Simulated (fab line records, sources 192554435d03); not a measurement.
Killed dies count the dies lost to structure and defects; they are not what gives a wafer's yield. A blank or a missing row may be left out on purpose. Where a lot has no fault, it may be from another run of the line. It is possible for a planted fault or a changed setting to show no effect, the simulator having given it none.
fab line records	flow n5-finfet
[record] lots = 24	wafers = 72	last-day = 17
route steps=1938 shown BEOL_M1@815 BEOL_M2@841
lots that met no fault: from a run of the same line without faults
start-h: hours from the record's first day to the start of the lot's first wafer shown	wait-h: time in hours since the lot's previous step	" identical to the entry in the row above	L1.1+2: a row that stands for several wafers	- no value, or no start was given	* or withheld: withheld	< > ~ a bound
route shown NAME@n: a module of which the file shows steps, and the number in the route of the first	usual: mean and standard deviation over wafers with no fault	same: alike in all rows	chamber/n: place in a boat	sites: the reading at each site	_std_site: standard deviation across them	_edge_site: mean of outer sites minus mean of inner sites	radius-mm: for every site, how far away it sits from the centre of the wafer	mask NAME#n: copy n	behind: the last tool/chamber to shape the wafer	hold: cause of the lot's hold/its duration in hours/its outcome	device: names the non-switching transistor (n, p or np)	end of line: tests of these same wafers at the route's end	a step given without rows: its recipe and nothing more	killed: count of dies lost to structure and defects at first sort (not the wafer's yield)	map: the dies of a wafer, with x for killed, . for not killed, _ for no die there
set.NAME: the setting as run; set.NAME@STEP: as run at that earlier step	model.NAME: the simulator's own value behind a step, which no gauge read
the route's steps for a sample of lots (tables are steps, rows are wafers)
services: a tool's chamber out of use, with start hour (start-h, from the record's first day; less than 0 if before it), hours out, and reason
[[steps]]
[step N5_BEOL_M1_ANNEAL_49]
[recipe] temp-c = 400	time-s = 240	ambient = vacuum
[usual] heater-power-w = 823/58
lot.wafer	tool	chamber	start-h	wait-h	heater-power-w
L075.3	pvd-sputter-02	-	133.64	0.0	847
L075.4	"	-	"	"	713
L075.6	"	-	"	"	707
L074.1	pvd-sputter-02	-	136.94	0.0	754
L074.2	"	-	"	"	856
L074.4	"	-	"	"	723
L076.2	pvd-sputter-03	-	142.56	0.0	842
L076.3	"	-	"	"	792
L076.5	"	-	"	"	866
L077.4	pvd-sputter-01	-	148.02	0.0	796
L077.5	"	-	"	"	742
L077.6	"	-	"	"	903
L079.2	pvd-sputter-03	-	159.07	0.0	831
L079.3	"	-	"	"	813
L079.6	"	-	"	"	800
L078.1	pvd-sputter-03	-	162.87	0.0	804
L078.2	"	-	"	"	841
L078.6	"	-	"	"	802
L080.2	pvd-sputter-03	-	164.71	0.0	819
L080.3	"	-	"	"	815
L080.6	"	-	"	"	806
L081.2	pvd-sputter-01	-	174.56	0.0	766
L081.5	"	-	"	"	780
L081.6	"	-	"	"	887
L082.1	pvd-sputter-02	-	179.52	0.0	760
L082.3	"	-	"	"	719
L082.4	"	-	"	"	902
L083.1	pvd-sputter-03	-	185.13	0.0	833
L083.2	"	-	"	"	791
L083.4	"	-	"	"	805
L084.2	pvd-sputter-03	-	198.26	0.0	817
L084.3	"	-	"	"	885
L084.6	"	-	"	"	820
L087.3	pvd-sputter-03	-	213.32	0.0	804
L087.5	"	-	"	"	894
L087.6	"	-	"	"	858
L085.1	pvd-sputter-02	-	218.48	0.0	852
L085.3	"	-	"	"	755
L085.4	"	-	"	"	889
L086.2	pvd-sputter-03	-	220.64	0.0	827
L086.4	"	-	"	"	798
L086.6	"	-	"	"	801
L088.1	pvd-sputter-03	-	231.85	0.0	842
L088.5	"	-	"	"	864
L088.6	"	-	"	"	805
L089.3	pvd-sputter-01	-	231.98	0.0	761
L089.4	"	-	"	"	874
L089.6	"	-	"	"	761
L091.1	pvd-sputter-02	-	232.25	0.0	902
L091.2	"	-	"	"	720
L091.6	"	-	"	"	832
L090.2	pvd-sputter-02	-	235.45	0.0	709
L090.4	"	-	"	"	862
L090.5	"	-	"	"	749
L092.1	pvd-sputter-03	-	240.32	0.0	786
L092.4	"	-	"	"	881
L092.6	"	-	"	"	884
L093.1	pvd-sputter-02	-	243.41	0.0	913
L093.3	"	-	"	"	866
L093.4	"	-	"	"	718
L094.2	pvd-sputter-03	-	248.52	0.0	796
L094.3	"	-	"	"	873
L094.5	"	-	"	"	877
L095.4	pvd-sputter-01	-	254.36	0.0	770
L095.5	"	-	"	"	870
L095.6	"	-	"	"	752
L096.4	pvd-sputter-02	-	262.33	0.0	736
L096.5	"	-	"	"	706
L096.6	"	-	"	"	896
L097.1	pvd-sputter-01	-	273.49	0.0	874
L097.4	"	-	"	"	796
L097.5	"	-	"	"	880
[step N5_BEOL_M1_ANNEAL_82]
[recipe] temp-c = 400	time-s = 240	ambient = vacuum
[usual] heater-power-w = 825/59
lot.wafer	tool	chamber	start-h	wait-h	heater-power-w
L075.3	pvd-sputter-02	-	134.08	0.0	844
L075.4	"	-	"	"	713
L075.6	"	-	"	"	697
L074.1	pvd-sputter-02	-	137.38	0.0	758
L074.2	"	-	"	"	869
L074.4	"	-	"	"	697
L076.2	pvd-sputter-03	-	143.00	0.0	837
L076.3	"	-	"	"	800
L076.5	"	-	"	"	886
L077.4	pvd-sputter-01	-	148.46	0.0	763
L077.5	"	-	"	"	764
L077.6	"	-	"	"	878
L079.2	pvd-sputter-03	-	159.51	0.0	806
L079.3	"	-	"	"	803
L079.6	"	-	"	"	813
L078.1	pvd-sputter-03	-	163.31	0.0	808
L078.2	"	-	"	"	842
L078.6	"	-	"	"	816
L080.2	pvd-sputter-03	-	165.15	0.0	797
L080.3	"	-	"	"	836
L080.6	"	-	"	"	791
L081.2	pvd-sputter-01	-	175.00	0.0	792
L081.5	"	-	"	"	782
L081.6	"	-	"	"	904
L082.1	pvd-sputter-02	-	179.96	0.0	752
L082.3	"	-	"	"	723
L082.4	"	-	"	"	897
L083.1	pvd-sputter-03	-	185.57	0.0	853
L083.2	"	-	"	"	823
L083.4	"	-	"	"	791
L084.2	pvd-sputter-03	-	198.70	0.0	831
L084.3	"	-	"	"	874
L084.6	"	-	"	"	822
L087.3	pvd-sputter-03	-	213.76	0.0	828
L087.5	"	-	"	"	886
L087.6	"	-	"	"	857
L085.1	pvd-sputter-02	-	218.92	0.0	854
L085.3	"	-	"	"	740
L085.4	"	-	"	"	895
L086.2	pvd-sputter-03	-	221.08	0.0	816
L086.4	"	-	"	"	792
L086.6	"	-	"	"	823
L088.1	pvd-sputter-03	-	232.29	0.0	809
L088.5	"	-	"	"	848
L088.6	"	-	"	"	818
L089.3	pvd-sputter-01	-	232.42	0.0	761
L089.4	"	-	"	"	884
L089.6	"	-	"	"	737
L091.1	pvd-sputter-02	-	232.69	0.0	922
L091.2	"	-	"	"	731
L091.6	"	-	"	"	859
L090.2	pvd-sputter-02	-	235.89	0.0	709
L090.4	"	-	"	"	855
L090.5	"	-	"	"	761
L092.1	pvd-sputter-03	-	240.76	0.0	816
L092.4	"	-	"	"	909
L092.6	"	-	"	"	903
L093.1	pvd-sputter-02	-	243.85	0.0	873
L093.3	"	-	"	"	845
L093.4	"	-	"	"	711
L094.2	pvd-sputter-03	-	248.96	0.0	778
L094.3	"	-	"	"	841
L094.5	"	-	"	"	891
L095.4	pvd-sputter-01	-	254.80	0.0	740
L095.5	"	-	"	"	885
L095.6	"	-	"	"	755
L096.4	pvd-sputter-02	-	262.77	0.0	727
L096.5	"	-	"	"	696
L096.6	"	-	"	"	890
L097.1	pvd-sputter-01	-	273.93	0.0	863
L097.4	"	-	"	"	789
L097.5	"	-	"	"	893
[step N5_BEOL_M1_ANNEAL_91]
[recipe] temp-c = 400	time-s = 240	ambient = vacuum
[usual] heater-power-w = 822/58
lot.wafer	tool	chamber	start-h	wait-h	heater-power-w
L075.3	pvd-sputter-02	-	134.74	0.0	853
L075.4	"	-	"	"	697
L075.6	"	-	"	"	715
L074.1	pvd-sputter-02	-	138.04	0.0	726
L074.2	"	-	"	"	831
L074.4	"	-	"	"	695
L076.2	pvd-sputter-03	-	143.66	0.0	857
L076.3	"	-	"	"	820
L076.5	"	-	"	"	867
L077.4	pvd-sputter-01	-	149.12	0.0	765
L077.5	"	-	"	"	751
L077.6	"	-	"	"	870
L079.2	pvd-sputter-03	-	160.17	0.0	819
L079.3	"	-	"	"	818
L079.6	"	-	"	"	807
L078.1	pvd-sputter-03	-	163.97	0.0	792
L078.2	"	-	"	"	845
L078.6	"	-	"	"	794
L080.2	pvd-sputter-03	-	165.81	0.0	811
L080.3	"	-	"	"	797
L080.6	"	-	"	"	793
L081.2	pvd-sputter-01	-	175.66	0.0	805
L081.5	"	-	"	"	758
L081.6	"	-	"	"	875
L082.1	pvd-sputter-02	-	180.62	0.0	737
L082.3	"	-	"	"	722
L082.4	"	-	"	"	907
L083.1	pvd-sputter-03	-	186.23	0.0	831
L083.2	"	-	"	"	833
L083.4	"	-	"	"	807
L084.2	pvd-sputter-03	-	199.36	0.0	816
L084.3	"	-	"	"	854
L084.6	"	-	"	"	798
L087.3	pvd-sputter-03	-	214.42	0.0	809
L087.5	"	-	"	"	886
L087.6	"	-	"	"	858
L085.1	pvd-sputter-02	-	219.58	0.0	859
L085.3	"	-	"	"	740
L085.4	"	-	"	"	910
L086.2	pvd-sputter-03	-	221.74	0.0	821
L086.4	"	-	"	"	822
L086.6	"	-	"	"	811
L088.1	pvd-sputter-03	-	232.95	0.0	798
L088.5	"	-	"	"	877
L088.6	"	-	"	"	799
L089.3	pvd-sputter-01	-	233.08	0.0	763
L089.4	"	-	"	"	883
L089.6	"	-	"	"	766
L091.1	pvd-sputter-02	-	233.35	0.0	898
L091.2	"	-	"	"	712
L091.6	"	-	"	"	862
L090.2	pvd-sputter-02	-	236.55	0.0	715
L090.4	"	-	"	"	824
L090.5	"	-	"	"	754
L092.1	pvd-sputter-03	-	241.42	0.0	783
L092.4	"	-	"	"	890
L092.6	"	-	"	"	862
L093.1	pvd-sputter-02	-	244.51	0.0	904
L093.3	"	-	"	"	860
L093.4	"	-	"	"	712
L094.2	pvd-sputter-03	-	249.62	0.0	813
L094.3	"	-	"	"	861
L094.5	"	-	"	"	899
L095.4	pvd-sputter-01	-	255.46	0.0	747
L095.5	"	-	"	"	898
L095.6	"	-	"	"	768
L096.4	pvd-sputter-02	-	263.43	0.0	714
L096.5	"	-	"	"	698
L096.6	"	-	"	"	897
L097.1	pvd-sputter-01	-	274.59	0.0	848
L097.4	"	-	"	"	785
L097.5	"	-	"	"	905
[step N5_BEOL_M1_ANNEAL_93]
[recipe] temp-c = 400	time-s = 240	ambient = vacuum
[usual] heater-power-w = 824/56
lot.wafer	tool	chamber	start-h	wait-h	heater-power-w
L075.3	pvd-sputter-02	-	134.96	0.0	836
L075.4	"	-	"	"	713
L075.6	"	-	"	"	713
L074.1	pvd-sputter-02	-	138.26	0.0	749
L074.2	"	-	"	"	857
L074.4	"	-	"	"	725
L076.2	pvd-sputter-03	-	143.88	0.0	852
L076.3	"	-	"	"	819
L076.5	"	-	"	"	871
L077.4	pvd-sputter-01	-	149.34	0.0	772
L077.5	"	-	"	"	751
L077.6	"	-	"	"	874
L079.2	pvd-sputter-03	-	160.39	0.0	801
L079.3	"	-	"	"	822
L079.6	"	-	"	"	799
L078.1	pvd-sputter-03	-	164.19	0.0	821
L078.2	"	-	"	"	856
L078.6	"	-	"	"	821
L080.2	pvd-sputter-03	-	166.03	0.0	832
L080.3	"	-	"	"	814
L080.6	"	-	"	"	806
L081.2	pvd-sputter-01	-	175.88	0.0	798
L081.5	"	-	"	"	777
L081.6	"	-	"	"	876
L082.1	pvd-sputter-02	-	180.84	0.0	731
L082.3	"	-	"	"	746
L082.4	"	-	"	"	899
L083.1	pvd-sputter-03	-	186.45	0.0	831
L083.2	"	-	"	"	812
L083.4	"	-	"	"	830
L084.2	pvd-sputter-03	-	199.58	0.0	812
L084.3	"	-	"	"	843
L084.6	"	-	"	"	826
L087.3	pvd-sputter-03	-	214.64	0.0	807
L087.5	"	-	"	"	854
L087.6	"	-	"	"	851
L085.1	pvd-sputter-02	-	219.80	0.0	863
L085.3	"	-	"	"	756
L085.4	"	-	"	"	897
L086.2	pvd-sputter-03	-	221.96	0.0	824
L086.4	"	-	"	"	813
L086.6	"	-	"	"	788
L088.1	pvd-sputter-03	-	233.17	0.0	828
L088.5	"	-	"	"	852
L088.6	"	-	"	"	834
L089.3	pvd-sputter-01	-	233.30	0.0	750
L089.4	"	-	"	"	872
L089.6	"	-	"	"	748
L091.1	pvd-sputter-02	-	233.57	0.0	894
L091.2	"	-	"	"	717
L091.6	"	-	"	"	855
L090.2	pvd-sputter-02	-	236.77	0.0	720
L090.4	"	-	"	"	850
L090.5	"	-	"	"	735
L092.1	pvd-sputter-03	-	241.64	0.0	795
L092.4	"	-	"	"	881
L092.6	"	-	"	"	882
L093.1	pvd-sputter-02	-	244.73	0.0	891
L093.3	"	-	"	"	847
L093.4	"	-	"	"	706
L094.2	pvd-sputter-03	-	249.84	0.0	818
L094.3	"	-	"	"	870
L094.5	"	-	"	"	868
L095.4	pvd-sputter-01	-	255.68	0.0	739
L095.5	"	-	"	"	893
L095.6	"	-	"	"	764
L096.4	pvd-sputter-02	-	263.65	0.0	718
L096.5	"	-	"	"	729
L096.6	"	-	"	"	895
L097.1	pvd-sputter-01	-	274.81	0.0	893
L097.4	"	-	"	"	755
L097.5	"	-	"	"	889
[step N5_BEOL_M1_DEP_57]
[recipe] material = SiCN	target-thk-a = 80	temp-c = withheld	precursor = 3MS/NH3	pressure-torr = 3	rf-w = 202	time-s = 14
[usual] showerhead-plenum-p-Torr = 3.663/0.011	throttle-valve-pct = 9.1/0.49
lot.wafer	tool	chamber	start-h	wait-h	showerhead-plenum-p-Torr	throttle-valve-pct
L075.3	pecvd-03	1	136.35	0.0	3.662	9.3
L075.4	"	1	"	"	3.660	9.3
L075.6	"	0	"	"	3.664	8.5
L074.1	pecvd-02	2	139.70	0.0	3.650	8.9
L074.2	"	0	"	"	3.676	9.8
L074.4	"	0	"	"	3.673	9.8
L076.2	pecvd-03	2	146.42	0.0	3.658	8.4
L076.3	"	1	"	"	3.670	9.4
L076.5	"	0	"	"	3.663	8.6
L077.4	pecvd-02	0	150.70	0.0	3.671	9.7
L077.5	"	2	"	"	3.653	8.8
L077.6	"	1	"	"	3.668	9.5
L079.2	pecvd-03	1	161.73	0.0	3.654	9.2
L079.3	"	2	"	"	3.653	8.4
L079.6	"	2	"	"	3.651	8.2
L078.1	pecvd-04	2	165.54	0.0	3.691	9.8
L078.2	"	1	"	"	3.672	9.3
L078.6	"	2	"	"	3.693	9.7
L080.2	pecvd-03	2	167.52	0.0	3.651	8.2
L080.3	"	0	"	"	3.665	8.9
L080.6	"	2	"	"	3.649	8.3
L081.2	pecvd-03	1	177.24	0.0	3.654	9.0
L081.5	"	2	"	"	3.648	8.5
L081.6	"	0	"	"	3.672	8.5
L082.1	pecvd-03	1	182.30	0.0	3.657	9.1
L082.3	"	2	"	"	3.664	8.6
L082.4	"	1	"	"	3.653	9.4
L083.1	pecvd-02	1	187.79	0.0	3.665	9.6
L083.2	"	2	"	"	3.648	8.9
L083.4	"	2	"	"	3.649	8.6
L084.2	pecvd-04	0	201.54	0.0	3.662	9.8
L084.3	"	1	"	"	3.660	9.5
L084.6	"	1	"	"	3.669	9.4
L087.3	pecvd-03	0	215.98	0.0	3.651	8.7
L087.5	"	2	"	"	3.656	8.3
L087.6	"	0	"	"	3.659	9.0
L085.1	pecvd-02	0	221.14	0.0	3.667	9.8
L085.3	"	1	"	"	3.662	9.5
L085.4	"	2	"	"	3.648	9.0
L086.2	pecvd-04	1	223.31	0.0	3.671	8.9
L086.4	"	1	"	"	3.668	9.3
L086.6	"	1	"	"	3.660	9.0
L088.1	pecvd-03	1	234.51	0.0	3.656	9.4
L088.5	"	1	"	"	3.653	9.2
L088.6	"	2	"	"	3.645	8.3
L089.3	pecvd-02	0	234.64	0.0	3.674	9.5
L089.4	"	0	"	"	3.670	9.7
L089.6	"	1	"	"	3.672	9.1
L091.1	pecvd-02	1	234.92	0.0	3.662	9.5
L091.2	"	2	"	"	3.649	9.1
L091.6	"	0	"	"	3.669	9.5
L090.2	pecvd-03	1	238.12	0.0	3.661	9.1
L090.4	"	2	"	"	3.654	8.3
L090.5	"	0	"	"	3.667	8.7
L092.1	pecvd-02	0	242.98	0.0	3.669	9.5
L092.4	"	0	"	"	3.679	9.7
L092.6	"	2	"	"	3.649	9.0
L093.1	pecvd-03	0	246.07	0.0	3.657	8.5
L093.3	"	2	"	"	3.651	8.2
L093.4	"	0	"	"	3.662	8.7
L094.2	pecvd-02	1	251.19	0.0	3.673	9.6
L094.3	"	2	"	"	3.648	9.0
L094.5	"	1	"	"	3.674	9.6
L095.4	pecvd-02	1	257.40	0.0	3.665	9.7
L095.5	"	2	"	"	3.655	8.8
L095.6	"	0	"	"	3.666	9.7
L096.4	pecvd-04	1	265.36	0.0	3.670	9.3
L096.5	"	1	"	"	3.660	9.2
L096.6	"	2	"	"	3.691	8.8
L097.1	pecvd-02	1	276.70	0.0	3.661	9.6
L097.4	"	1	"	"	3.679	9.5
L097.5	"	1	"	"	3.664	9.7
[step N5_BEOL_M2_ILD_DEP_00]
[recipe] material = SiOC	target-thk-a = 790	temp-c = 350	precursor = DEMS/O2	pressure-torr = 5	rf-w = 500	time-s = 15.3
[usual] heater-power-w = 508/58	showerhead-plenum-p-Torr = 5.700/0.016	throttle-valve-pct = 12.3/0.58
lot.wafer	tool	chamber	start-h	wait-h	heater-power-w	showerhead-plenum-p-Torr	throttle-valve-pct
L075.3	pecvd-02	1	136.48	0.0	387	5.701	12.5
L075.4	"	0	"	"	623	5.697	13.0
L075.6	"	1	"	"	401	5.693	12.4
L074.1	pecvd-01	2	139.83	0.0	521	5.706	11.6
L074.2	"	0	"	"	444	5.698	12.3
L074.4	"	0	"	"	469	5.705	12.6
L076.2	pecvd-02	1	146.55	0.0	448	5.681	12.5
L076.3	"	2	"	"	489	5.668	11.7
L076.5	"	1	"	"	443	5.689	12.5
L077.4	pecvd-02	0	150.83	0.1	571	5.720	12.5
L077.5	"	1	"	"	475	5.725	12.6
L077.6	"	2	"	"	501	5.692	11.7
L079.2	pecvd-04	0	161.86	0.0	506	5.699	12.4
L079.3	"	1	"	"	510	5.695	12.3
L079.6	"	1	"	"	502	5.705	11.9
L078.1	pecvd-01	2	165.67	0.0	438	5.709	11.3
L078.2	"	1	"	"	479	5.699	13.2
L078.6	"	0	"	"	508	5.699	12.5
L080.2	pecvd-04	1	167.66	0.0	509	5.701	12.2
L080.3	"	0	"	"	463	5.694	12.6
L080.6	"	0	"	"	469	5.704	12.5
L081.2	pecvd-01	2	177.37	0.0	487	5.714	11.8
L081.5	"	1	"	"	465	5.709	13.0
L081.6	"	2	"	"	485	5.708	11.3
L082.1	pecvd-04	2	182.43	0.0	522	5.729	13.0
L082.3	"	1	"	"	437	5.710	12.0
L082.4	"	0	"	"	465	5.679	12.4
L083.1	pecvd-04	0	187.92	0.0	466	5.691	12.6
L083.2	"	2	"	"	515	5.719	12.9
L083.4	"	2	"	"	519	5.720	12.7
L084.2	pecvd-01	2	201.67	0.0	503	5.702	11.5
L084.3	"	0	"	"	538	5.696	12.5
L084.6	"	2	"	"	512	5.699	11.1
L087.3	pecvd-02	0	216.12	0.0	619	5.704	12.7
L087.5	"	0	"	"	638	5.704	12.7
L087.6	"	1	"	"	448	5.695	12.8
L085.1	pecvd-04	0	221.27	0.0	452	5.685	12.9
L085.3	"	1	"	"	536	5.698	12.1
L085.4	"	0	"	"	444	5.696	13.0
L086.2	pecvd-01	1	223.46	0.0	440	5.711	12.9
L086.4	"	1	"	"	447	5.692	12.8
L086.6	"	2	"	"	507	5.698	11.3
L088.1	pecvd-04	1	234.64	0.0	507	5.689	12.4
L088.5	"	2	"	"	462	5.730	11.2
L088.6	"	1	"	"	508	5.700	12.1
L089.3	pecvd-02	1	234.77	0.0	471	5.692	12.6
L089.4	"	2	"	"	567	5.678	11.9
L089.6	"	1	"	"	479	5.711	12.5
L091.1	pecvd-04	2	235.04	0.0	514	5.724	11.2
L091.2	"	1	"	"	498	5.688	12.1
L091.6	"	1	"	"	493	5.684	12.1
L090.2	pecvd-04	1	238.24	0.0	540	5.696	12.3
L090.4	"	2	"	"	503	5.723	11.4
L090.5	"	1	"	"	543	5.689	12.3
L092.1	pecvd-04	1	243.11	0.0	526	5.710	12.2
L092.4	"	1	"	"	535	5.688	12.1
L092.6	"	2	"	"	514	5.733	11.3
L093.1	pecvd-04	2	246.20	0.0	459	5.706	11.5
L093.3	"	0	"	"	519	5.685	13.0
L093.4	"	0	"	"	537	5.672	12.8
L094.2	pecvd-02	0	251.32	0.0	692	5.703	12.8
L094.3	"	1	"	"	379	5.693	12.8
L094.5	"	0	"	"	691	5.711	12.9
L095.4	pecvd-04	2	257.53	0.1	475	5.712	11.3
L095.5	"	0	"	"	528	5.690	12.9
L095.6	"	2	"	"	466	5.722	11.5
L096.4	pecvd-02	1	265.50	0.1	468	5.694	12.4
L096.5	"	0	"	"	690	5.710	12.8
L096.6	"	2	"	"	507	5.674	11.6
L097.1	pecvd-04	2	276.84	0.0	538	5.736	11.5
L097.4	"	1	"	"	522	5.681	11.9
L097.5	"	2	"	"	548	5.710	11.4
[[services]]
tool	chamber	start-h	hours	kind
pecvd-04	2	146.14	10.2	scheduled-down
pvd-sputter-02	-	166.21	1.9	repair
pvd-sputter-03	-	186.93	2.6	repair
pecvd-02	-	199.08	14.6	pm
pecvd-04	2	202.38	-	clean
pecvd-04	2	202.38	-	consumable-replace:showerhead
pecvd-04	2	202.38	29.0	scheduled-down
pecvd-04	2	202.38	29.0	vent-cycle
pecvd-01	1	246.46	25.7	repair
pecvd-03	-	250.52	2.8	pm
pecvd-04	1	255.50	5.5	scheduled-down
pecvd-04	0	260.96	16.5	scheduled-down
[[key]]
fault none
